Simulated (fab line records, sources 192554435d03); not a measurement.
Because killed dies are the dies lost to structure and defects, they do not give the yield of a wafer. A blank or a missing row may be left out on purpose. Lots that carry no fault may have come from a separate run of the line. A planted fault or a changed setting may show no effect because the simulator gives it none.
Matching of chambers || flow n5 finfet || N5_DUMMY_GATE_HM_OPEN_21 on rie diel-06 has 4 sister chambers
The step chemistry CH3F/O2, target SiNx, target depth 120 nm, time 171.4 s. 18 wafers are shown with their chamber, then 9 later ones without.

## WAFERS, EACH WITH ITS CHAMBER
{"wafer": "L074.1", "chamber": 2, "throttle valve pct (%)": 16.47, "showerhead plenum p Torr (Torr)": 2.10, "drypump motor current A (A)": 5.2}
{"wafer": "L074.4", "chamber": 1, "throttle valve pct (%)": 16.42, "showerhead plenum p Torr (Torr)": 1.95, "drypump motor current A (A)": 5.6}
{"wafer": "L074.6", "chamber": 3, "throttle valve pct (%)": 16.76, "showerhead plenum p Torr (Torr)": 1.95, "drypump motor current A (A)": 5.3}
{"wafer": "L078.2", "chamber": 2, "throttle valve pct (%)": 16.48, "showerhead plenum p Torr (Torr)": 2.10, "drypump motor current A (A)": 5.3}
{"wafer": "L078.3", "chamber": 3, "throttle valve pct (%)": 16.75, "showerhead plenum p Torr (Torr)": 1.95, "drypump motor current A (A)": 5.3}
{"wafer": "L078.6", "chamber": 2, "throttle valve pct (%)": 16.47, "showerhead plenum p Torr (Torr)": 2.10, "drypump motor current A (A)": 5.2}
{"wafer": "L079.1", "chamber": 3, "throttle valve pct (%)": 16.75, "showerhead plenum p Torr (Torr)": 1.95, "drypump motor current A (A)": 5.3}
{"wafer": "L079.4", "chamber": 2, "throttle valve pct (%)": 16.49, "showerhead plenum p Torr (Torr)": 2.10, "drypump motor current A (A)": 5.2}
{"wafer": "L079.6", "chamber": 3, "throttle valve pct (%)": 16.76, "showerhead plenum p Torr (Torr)": 1.95, "drypump motor current A (A)": 5.3}
{"wafer": "L082.1", "chamber": 3, "throttle valve pct (%)": 16.77, "showerhead plenum p Torr (Torr)": 1.94, "drypump motor current A (A)": 5.3}
{"wafer": "L082.3", "chamber": 1, "throttle valve pct (%)": 16.42, "showerhead plenum p Torr (Torr)": 1.95, "drypump motor current A (A)": 5.6}
{"wafer": "L082.4", "chamber": 2, "throttle valve pct (%)": 16.49, "showerhead plenum p Torr (Torr)": 2.09, "drypump motor current A (A)": 5.2}
{"wafer": "L085.1", "chamber": 1, "throttle valve pct (%)": 16.44, "showerhead plenum p Torr (Torr)": 1.94, "drypump motor current A (A)": 5.6}
{"wafer": "L085.4", "chamber": 0, "throttle valve pct (%)": 16.16, "showerhead plenum p Torr (Torr)": 1.99, "drypump motor current A (A)": 4.9}
{"wafer": "L085.6", "chamber": 3, "throttle valve pct (%)": 16.77, "showerhead plenum p Torr (Torr)": 1.94, "drypump motor current A (A)": 5.4}
{"wafer": "L086.2", "chamber": 3, "throttle valve pct (%)": 16.79, "showerhead plenum p Torr (Torr)": 1.94, "drypump motor current A (A)": 5.4}
{"wafer": "L086.4", "chamber": 0, "throttle valve pct (%)": 16.16, "showerhead plenum p Torr (Torr)": 1.99, "drypump motor current A (A)": 4.9}
{"wafer": "L086.5", "chamber": 2, "throttle valve pct (%)": 16.52, "showerhead plenum p Torr (Torr)": 2.09, "drypump motor current A (A)": 5.2}

SIGNATURES (averages over the wafers above)
{"reading": "throttle valve pct", "chamber 0": 16.1600, "chamber 1": 16.4267, "chamber 2": 16.4867, "chamber 3": 16.7643, "scatter within a chamber": 0.0151}
{"reading": "showerhead plenum p Torr", "chamber 0": 1.9900, "chamber 1": 1.9467, "chamber 2": 2.0967, "chamber 3": 1.9457, "scatter within a chamber": 0.00515}
{"reading": "drypump motor current A", "chamber 0": 4.900, "chamber 1": 5.600, "chamber 2": 5.217, "chamber 3": 5.329, "scatter within a chamber": 0.0402}
Rule: a wafer lies at a distance from a chamber equal to the root of the sum of squares, over the readings, of (its reading less the chamber's mean, divided by the reading's scatter). The wafer belongs to the nearest chamber; if the next one is less than 2 further off, it can't be placed. The scatter: take each reading less its chamber's mean, square it, sum over the shown wafers, divide by the number of wafers less the number of chambers, and take the root.

## WAFERS WITHOUT THEIR CHAMBER
{"wafer": "L088.2", "throttle valve pct (%)": 16.15, "showerhead plenum p Torr (Torr)": 1.99, "drypump motor current A (A)": 4.9}
{"wafer": "L088.3", "throttle valve pct (%)": 16.80, "showerhead plenum p Torr (Torr)": 1.94, "drypump motor current A (A)": 5.3}
{"wafer": "L088.6", "throttle valve pct (%)": 16.80, "showerhead plenum p Torr (Torr)": 1.94, "drypump motor current A (A)": 5.4}
{"wafer": "L091.2", "throttle valve pct (%)": 16.55, "showerhead plenum p Torr (Torr)": 2.09, "drypump motor current A (A)": 5.2}
{"wafer": "L091.5", "throttle valve pct (%)": 16.79, "showerhead plenum p Torr (Torr)": 1.94, "drypump motor current A (A)": 5.4}
{"wafer": "L091.6", "throttle valve pct (%)": 16.53, "showerhead plenum p Torr (Torr)": 2.09, "drypump motor current A (A)": 5.2}
{"wafer": "L094.1", "throttle valve pct (%)": 16.18, "showerhead plenum p Torr (Torr)": 1.98, "drypump motor current A (A)": 5.0}
{"wafer": "L094.3", "throttle valve pct (%)": 16.56, "showerhead plenum p Torr (Torr)": 2.08, "drypump motor current A (A)": 5.2}
{"wafer": "L094.4", "throttle valve pct (%)": 16.82, "showerhead plenum p Torr (Torr)": 1.94, "drypump motor current A (A)": 5.4}

## WHICH CHAMBER EACH WENT THROUGH
{"wafer": "L088.2", "from the rows above": 0, "in truth": 0}
{"wafer": "L088.3", "from the rows above": 3, "in truth": 3}
{"wafer": "L088.6", "from the rows above": 3, "in truth": 3}
{"wafer": "L091.2", "from the rows above": 2, "in truth": 2}
{"wafer": "L091.5", "from the rows above": 3, "in truth": 3}
{"wafer": "L091.6", "from the rows above": 2, "in truth": 2}
{"wafer": "L094.1", "from the rows above": 0, "in truth": 0}
{"wafer": "L094.3", "from the rows above": 2, "in truth": 2}
{"wafer": "L094.4", "from the rows above": 3, "in truth": 3}
Correct placement for 9 of the 9. Not placeable from these rows: 0. Placed wrongly: 0.
